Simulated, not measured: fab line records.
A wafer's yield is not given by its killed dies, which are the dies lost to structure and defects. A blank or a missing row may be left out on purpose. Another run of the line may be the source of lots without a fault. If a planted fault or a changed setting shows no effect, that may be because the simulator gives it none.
Matching of chambers	flow n5-finfet	N5_BEOL_M6_STRIP_36 on rie-diel-06 has 4 sister chambers
The step strips in N2/H2. 4 wafers are shown with their chamber, then 8 later ones without.

## EACH WAFER AND ITS CHAMBER
wafer	chamber	throttle-valve-pct (%)
L090.1	3	23.7
L090.4	0	24.0
L090.5	1	23.7
L091.1	2	23.7

## WAFERS WHOSE CHAMBER IS MISSING
wafer	throttle-valve-pct (%)
L091.4	23.7
L091.6	23.7
L096.1	23.8
L096.2	23.7
L096.3	23.8
L095.1	23.8
L095.2	23.7
L095.4	23.8

## WHICH CHAMBER EACH ONE RAN IN
wafer	from the rows above	in truth
L091.4	can't be placed: 1 or 2 or 3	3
L091.6	can't be placed: 1 or 2 or 3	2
L096.1	can't be placed: 1 or 2 or 3 or 0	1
L096.2	can't be placed: 1 or 2 or 3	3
L096.3	can't be placed: 1 or 2 or 3 or 0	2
L095.1	can't be placed: 1 or 2 or 3 or 0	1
L095.2	can't be placed: 1 or 2 or 3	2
L095.4	can't be placed: 1 or 2 or 3 or 0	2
Placed correctly: 0 of 8. From these rows, 8 cannot be placed; in 8 the true chamber is one of the candidates. Wrongly placed: 0.
How it was worked out, from the rows above alone: a wafer's distance from a chamber is the root of the sum, over the readings, of the square of ((its reading less the chamber's mean) divided by the reading's scatter). The wafer belongs to the nearest chamber; if the next one is less than 2 further off, it can't be placed. A chamber's mean is the mean of its shown wafers. The scatter: root of mean squared gap, hidden wafer to nearest shown wafer, with one shown wafer a chamber.
